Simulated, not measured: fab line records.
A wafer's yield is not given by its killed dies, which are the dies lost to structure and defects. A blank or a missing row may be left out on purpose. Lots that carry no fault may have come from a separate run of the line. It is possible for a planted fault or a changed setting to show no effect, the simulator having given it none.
Which tool is to blame? | flow nandHarc | 12 lots, 36 wafers sampled, at 6 steps of a route of 1159

WHAT THE GAUGES SHOWED, per wafer
NHARC_A_M1_OVL_MEAS_10: pitch 240 nm.
lot  | measured     | on         | overlayXNm (nm) | overlayYNm (nm)
L208 | day 18 19:20 | overlay-02 | -0.2 -0.8 -0.1  | -0.7 -0.6 -0.5
L207 | day 19 00:15 | overlay-01 | 1.1 0.9 0.8     | -0.4 -0.9 0.1
L206 | day 19 01:05 | overlay-01 | 0.5 0.8 0.6     | 0.0 0.3 -0.1
L212 | day 19 17:19 | overlay-02 | 0.6 -0.4 0.3    | 0.0 -0.2 -0.4
L214 | day 20 17:47 | overlay-02 | -0.3 0.1 0.0    | 0.5 0.2 -0.3
L216 | day 20 18:09 | overlay-02 | 0.4 0.5 0.7     | 0.3 0.3 0.3
L217 | day 22 05:11 | overlay-02 | -0.6 -1.2 -0.8  | 0.2 0.2 0.5
L219 | day 22 05:52 | overlay-01 | -0.1 -0.1 0.1   | 0.7 0.7 1.2
L227 | day 22 21:40 | overlay-01 | 0.7 0.3 0.4     | 0.2 0.2 0.1
L225 | day 23 03:19 | overlay-02 | 0.4 0.5 0.4     | -0.1 -0.5 -0.2
L226 | day 23 10:49 | overlay-02 | -1.6 -1.8 -0.9  | -0.3 -0.1 -0.4
L228 | day 23 11:36 | overlay-02 | -0.9 -1.6 -1.4  | 0.2 -0.5 -0.3

NHARC_A_M1_INSPECT_27.
lot  | measured     | on               | rawDefectCount
L208 | day 18 22:04 | defectInspect-02 | 527 319 303
L207 | day 19 02:59 | defectInspect-02 | 512 381 453
L206 | day 19 03:49 | defectInspect-02 | 441 580 353
L212 | day 19 20:01 | defectInspect-01 | 667 806 638
L214 | day 20 21:02 | defectInspect-02 | 392 309 349
L216 | day 20 21:05 | defectInspect-01 | 553 646 498
L217 | day 22 07:52 | defectInspect-01 | 784 500 4805
L219 | day 22 08:32 | defectInspect-02 | 430 439 4868
L227 | day 23 00:24 | defectInspect-02 | 465 385 319
L225 | day 23 06:52 | defectInspect-01 | 563 4920 327
L226 | day 23 13:29 | defectInspect-02 | 481 420 403
L228 | day 23 14:25 | defectInspect-02 | 547 540 597

NHARC_END_SORT_01.
lot  | measured     | on        | defectLimitedYield (%) | killedAtArray | killedAtOther | killedAtPeriphery | killedDies | killedOpen | killedShort | sort_bin_2_pct (%) | sort_bin_3_pct (%) | sort_bin_4_pct (%) | sortNPass   | sortRimYieldPct (%) | sortYieldPct (%)
L212 | day 21 06:40 | prober-02 | 96.2 95.6 96.3         | 22 26 23      | 2 1 1         | 2 3 1             | 26 30 25   | 4 6 2      | 2 2 4       | 1.3 1.0 1.2        | 0.30 0.15 0.30     | 2.2 3.2 2.2        | 651 647 652 | 94.3 93.4 97.2      | 96.2 95.6 96.3
L214 | day 22 13:51 | prober-02 | 95.1 96.2 94.2         | 25 20 32      | 0 0 1         | 8 6 6             | 33 26 39   | 1 4 6      | 1 1 0       | 2.1 1.2 2.7        | 0.15 0.15 0        | 2.7 2.5 3.1        | 644 651 638 | 99.1 92.5 96.2      | 95.1 96.2 94.2
L216 | day 22 04:23 | prober-01 | 94.1 96.2 95.1         | 38 26 33      | 0 0 0         | 2 0 0             | 40 26 33   | 5 1 0      | 0 3 3       | 2.1 1.3 1.5        | 0.15 0.15 0.44     | 3.7 2.4 3.0        | 637 651 644 | 98.1 99.1 99.1      | 94.1 96.2 95.1
L217 | day 24 03:14 | prober-02 | 95.6 93.9 0            | 26 37 674     | 0 0 0         | 4 4 3             | 30 41 677  | 3 7 7      | 1 3 4       | 1.0 1.9 1.6        | 0.15 0.89 95.13    | 3.2 3.2 3.2        | 647 636 0   | 91.5 93.4 0         | 95.6 93.9 0
L219 | day 24 01:24 | prober-01 | 94.2 93.5 0            | 35 41 673     | 3 1 3         | 1 2 1             | 39 44 677  | 3 6 1      | 1 0 2       | 2.1 2.7 1.3        | 0.15 0.59 94.39    | 3.5 3.2 4.3        | 638 633 0   | 91.5 84.0 0         | 94.2 93.5 0
L225 | day 24 17:08 | prober-01 | 92.9 0 94.8            | 45 676 31     | 0 0 0         | 3 1 4             | 48 677 35  | 4 0 3      | 1 1 1       | 2.2 2.2 2.2        | 0 95.27 0.44       | 4.9 2.5 2.5        | 629 0 642   | 96.2 0 94.3         | 92.9 0 94.8

WHICH TOOL RAN EACH LOT (tool, then ch and the chambers of the sampled wafers, then the start)
lot  | NHARC_A_M1_DEGAS_29         | NHARC_A_M1_ANNEAL_31            | NHARC_A_M1_CMP_23
L208 | pvdSputter-02, day 18 20:31 | rtpAnneal-02 ch 0, day 18 21:14 | cmp-03 ch 0,1,3, day 18 21:37
L207 | pvdSputter-03, day 19 01:25 | rtpAnneal-01 ch 0, day 19 02:16 | cmp-02 ch 1,2, day 19 02:31
L206 | pvdSputter-01, day 19 02:16 | rtpAnneal-01 ch 0, day 19 02:59 | cmp-03 ch 0,2,3, day 19 03:25
L212 | pvdSputter-01, day 19 18:26 | rtpAnneal-01 ch 0, day 19 19:11 | cmp-02 ch 0,1,3, day 19 19:33
L214 | pvdSputter-02, day 20 18:56 | rtpAnneal-02 ch 0, day 20 20:22 | cmp-01 ch 0,2,3, day 20 20:37
L216 | pvdSputter-03, day 20 19:16 | rtpAnneal-01 ch 0, day 20 20:19 | cmp-03 ch 1,2,3, day 20 20:37
L217 | pvdSputter-03, day 22 06:19 | rtpAnneal-01 ch 0, day 22 07:02 | cmp-03 ch 0,3, day 22 07:23
L219 | pvdSputter-02, day 22 06:59 | rtpAnneal-02 ch 0, day 22 07:43 | cmp-03 ch 0,1,3, day 22 08:07
L227 | pvdSputter-02, day 22 22:50 | rtpAnneal-01 ch 0, day 22 23:34 | cmp-01 ch 2,3, day 22 23:56
L225 | pvdSputter-02, day 23 04:26 | rtpAnneal-01 ch 0, day 23 06:03 | cmp-03 ch 0,2,3, day 23 06:23
L226 | pvdSputter-01, day 23 11:55 | rtpAnneal-01 ch 0, day 23 12:46 | cmp-01 ch 0,2, day 23 13:02
L228 | pvdSputter-01, day 23 12:43 | rtpAnneal-02 ch 0, day 23 13:35 | cmp-01 ch 0,1,3, day 23 13:56
- NHARC_A_M1_DEGAS_29: time 60 s.
- NHARC_A_M1_ANNEAL_31: time 90 s.
- NHARC_A_M1_CMP_23: polishes, t overpolish 20 s, target thk 154.34 nm.

AS READ BY THE TOOLS THEMSELVES (means over the sampled wafers that have a number; for cases with no such wafer, the mark the record gives instead)
NHARC_A_M1_DEGAS_29.
lot  | tool          | heaterPowerW (W)
L208 | pvdSputter-02 | 337
L207 | pvdSputter-03 | 324
L206 | pvdSputter-01 | 300
L212 | pvdSputter-01 | 304
L214 | pvdSputter-02 | 362
L216 | pvdSputter-03 | 286
L217 | pvdSputter-03 | 330
L219 | pvdSputter-02 | 331
L227 | pvdSputter-02 | 332
L225 | pvdSputter-02 | 335
L226 | pvdSputter-01 | 272
L228 | pvdSputter-01 | 291

NHARC_A_M1_ANNEAL_31.
lot  | tool         | wafer_temp_C_max
L208 | rtpAnneal-02 | 226.6
L207 | rtpAnneal-01 | 225.6
L206 | rtpAnneal-01 | 225.5
L212 | rtpAnneal-01 | 225.7
L214 | rtpAnneal-02 | 226.8
L216 | rtpAnneal-01 | 225.7
L217 | rtpAnneal-01 | 225.5
L219 | rtpAnneal-02 | 226.8
L227 | rtpAnneal-01 | 225.5
L225 | rtpAnneal-01 | 225.7
L226 | rtpAnneal-01 | 225.6
L228 | rtpAnneal-02 | 226.6

NHARC_A_M1_CMP_23.
lot  | tool   | motorCurrentA (A) | slurryFlowMlMin | timeToEndpointS (s)
L208 | cmp-03 | 12.5              | 149.8           | 28.5
L207 | cmp-02 | 10.7              | 150.3           | 28.2
L206 | cmp-03 | 11.7              | 149.8           | 26.6
L212 | cmp-02 | 12.2              | 150.1           | 29.5
L214 | cmp-01 | 12.3              | 150.1           | 26.1
L216 | cmp-03 | 13.1              | 150.0           | 26.7
L217 | cmp-03 | 11.0              | 149.8           | 31.4
L219 | cmp-03 | 12.0              | 150.5           | 30.5
L227 | cmp-01 | 11.7              | 149.8           | 30.3
L225 | cmp-03 | 11.6              | 149.9           | 32.0
L226 | cmp-01 | 13.2              | 150.5           | 26.8
L228 | cmp-01 | 12.7              | 150.0           | 28.8

THE ANSWER, worked out from the rows above alone
Rule: the usual values come from the lots themselves. The widest of any qualifying gaps counts: lots, ordered by their means at a reading, are off when they make up no more than a third of the lots, leave a main group of 4 or more, and stand apart from it by 3 or more times the standard deviation of that group's means. The tables above print the reading to a certain number of digits; a main group whose means all agree to those digits is not used. Also off: a lot with no number at a reading for which 4 or more lots have one. The other lots that the step has rows for count as sound. The gauges are gone through in route order, then the tools' own readings, and for those a lot's mean is taken as printed above. At the first step where some lot is off, the reading lying furthest off is the one used; lots without a number count as furthest.
Off: L217, L219, L225 (NHARC_A_M1_INSPECT_27, rawDefectCount). The main group: mean 477, standard deviation 1.1e+02.
If a tool, at a process step before that reading, ran all the lots that are off and no sound lot after the first of them, it fits. The gauges at NHARC_A_M1_INSPECT_27 are tried like those tools. One fits: cmp-03 at NHARC_A_M1_CMP_23. A fault onset in the window from L216 (day 20 20:37, its last sound lot) to L217 (day 22 07:23, its first lot off) fits.

WHAT HAD BEEN PUT IN BY THE SIMULATOR
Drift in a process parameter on cmp-03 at NHARC_A_M1_CMP_23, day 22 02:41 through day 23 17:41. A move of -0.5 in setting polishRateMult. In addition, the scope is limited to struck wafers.
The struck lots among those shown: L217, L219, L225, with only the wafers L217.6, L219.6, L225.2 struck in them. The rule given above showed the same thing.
